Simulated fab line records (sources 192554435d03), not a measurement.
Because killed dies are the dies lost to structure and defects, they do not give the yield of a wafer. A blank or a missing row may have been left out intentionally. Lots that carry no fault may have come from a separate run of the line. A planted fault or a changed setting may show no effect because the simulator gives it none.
Chamber matching -- flow n5_finfet -- N5_BEOL_M2_ETCHBACK_99 on rie_diel-02: 4 sister chambers
The step etches SiO2 in CHF3, target depth 5 nm, time 10.4 s. 16 wafers are shown with their chamber, then 8 later ones without.

EACH WAFER AND ITS CHAMBER
wafer,chamber,drypump_motor_current_A (A),throttle_valve_pct (%),showerhead_plenum_p_Torr (Torr)
L077.1,1,5.8,17.28,2.17
L077.4,0,6.1,17.06,2.22
L077.5,1,5.8,17.30,2.17
L076.1,1,5.8,17.29,2.17
L076.2,0,6.2,17.05,2.22
L076.4,3,5.2,17.03,2.16
L078.3,1,5.8,17.30,2.17
L078.4,3,5.2,17.03,2.16
L078.5,2,6.6,17.58,2.26
L085.2,1,5.8,17.34,2.16
L085.3,0,6.2,17.09,2.22
L085.4,2,6.6,17.60,2.25
L087.1,0,6.2,17.10,2.22
L087.5,1,5.8,17.32,2.16
L087.6,0,6.2,17.09,2.22
L092.2,0,6.2,17.11,2.21

SIGNATURES (means of the wafers above)
reading,chamber 0,chamber 1,chamber 2,chamber 3,scatter within a chamber
drypump_motor_current_A,6.183,5.800,6.600,5.200,0.0264
throttle_valve_pct,17.0833,17.3050,17.5900,17.0300,0.021
showerhead_plenum_p_Torr,2.2183,2.1667,2.2550,2.1600,0.00471
Rule: distance of a wafer from a chamber = root of the sum over the readings of ((wafer's reading minus chamber's mean) / reading's scatter) squared. If the next closest chamber is less than 2 further off than the closest, the wafer can't be placed; otherwise it belongs to the closest. The scatter: take each reading less its chamber's mean, square it, sum over the shown wafers, divide by the number of wafers less the number of chambers, and take the root.

WAFERS WITH NO CHAMBER GIVEN
wafer,drypump_motor_current_A (A),throttle_valve_pct (%),showerhead_plenum_p_Torr (Torr)
L092.4,5.2,17.09,2.15
L092.5,6.6,17.60,2.25
L097.3,5.2,17.10,2.14
L097.5,6.6,17.63,2.25
L097.6,5.8,17.37,2.15
L091.3,6.6,17.63,2.25
L091.4,6.2,17.14,2.21
L091.5,6.2,17.14,2.21

THE CHAMBER EACH PASSED THROUGH
wafer,from the rows above,in truth
L092.4,3,3
L092.5,2,2
L097.3,3,3
L097.5,2,2
L097.6,1,1
L091.3,2,2
L091.4,0,0
L091.5,0,0
8 of 8 placed correctly. Left unplaced by these rows: 0. 0 placed wrongly.
